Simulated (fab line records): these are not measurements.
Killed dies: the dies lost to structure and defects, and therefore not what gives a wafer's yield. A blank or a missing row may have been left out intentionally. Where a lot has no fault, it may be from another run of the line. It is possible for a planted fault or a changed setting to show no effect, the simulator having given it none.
Problem report in the 8D (eight disciplines) form, filled by code -- flow n5-finfet -- the parts of the form that need people (team, actions taken, sign-off) are left out

## 1. WHAT WENT WRONG
Mean of bias-w at N5_GATE_CUT_ETCH_56: 53.13 W across 3 wafers in 2 lots; on wafers with no fault it is 60.01 W (standard deviation 0.18). Relative to the usual mean, that is a shift of -38 standard deviations.
The step: etches TiN in Cl2/Ar, target depth 21.6 nm.
Seen first at day 6 05:18 on rie-metal-02, wafer L920.1. At this step, 34 wafers from 12 lots have a number in the record. Rule for "out", or "out of limits": more than 4 standard deviations from the usual mean. The other wafers with a number count as sound.

## 2. WHAT IT IS, WHAT IT ISN'T
question,is,is not
which readings at this step,bias-w,"drypump-motor-current-A, oes-product-au, throttle-valve-pct"
which lots,"L920, L921","L913, L914, L915, L916, L917, L919, L929, L930, L935, L936"
which wafers of those lots,"L920.1, L920.6, L921.5",L920.5
read on which tools,rie-metal-02,"rie-metal-01, rie-metal-03"
when,from day 6 05:18,"up to then (19 sound wafers); but 12 sound wafers of L929, L930, L935, L936 came after"

## 3. THE SUSPECTS, EACH WITH WHAT RULES IT OUT
Counting: a tool at a process step up to the reading stays a suspect if it ran every lot that is out. Sound lots after the first of them don't rule it out here, since some wafers of a struck lot are sound.
- rie-diel-03 at N5_HKMG_FIN_STRIP_92 (strips SOC in N2/H2, time 20 s): kept. It ran every lot that is out, first L920 (day 6 00:53); its last sound lot up to then is L916 (day 5 10:59).
- rie-metal-02 at N5_GATE_CUT_ETCH_56 (etches TiN in Cl2/Ar, target depth 21.6 nm): kept. It ran every lot that is out, first L920 (day 6 05:18); its last sound lot up to then is L919 (day 6 01:25). Out on those wafers are its own readings of bias-w.
- Within rie-diel-03 at N5_HKMG_FIN_STRIP_92: the wafers that are out ran in chambers 0, 1; their sound lot-mates ran in chamber 2.
- At N5_GATE_CUT_ETCH_56 on rie-metal-02, chamber 1 took the sound wafers of the same lots and chamber 0 took the wafers that are out.
Remaining after the count are rie-diel-03 at N5_HKMG_FIN_STRIP_92 and rie-metal-02 at N5_GATE_CUT_ETCH_56.

## 4. THE CAUSE (what the simulator had put in)
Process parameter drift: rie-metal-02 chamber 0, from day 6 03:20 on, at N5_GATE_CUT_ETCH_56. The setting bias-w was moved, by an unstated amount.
Of the 2 suspects that counting leaves, this tool is one.

## 5. THE CHAIN OF EFFECTS, in route order
Each row: a reading whose mean over the struck wafers that have a number lies more than 3 standard deviations from the usual. Only readings whose record carries a usual standard deviation are examined. hours: median over the lots of the time between each lot's start at the first step of this table that gives one and its start at this step. sigmas: the change, counted in usual standard deviations.
hours,step,reading,usual,on struck wafers,change,sigmas
0,N5_GATE_CUT_ETCH_56,bias-w,60.01 W,53.13,-6.88,-38
Its process steps:
- N5_GATE_CUT_ETCH_56: etches TiN in Cl2/Ar, target depth 21.6 nm.

## 6. HOW IT WOULD HAVE BEEN CAUGHT EARLIER
2 hours passed between the start of the fault at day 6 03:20 and the first reading out of limits in this record, taken at day 6 05:18.
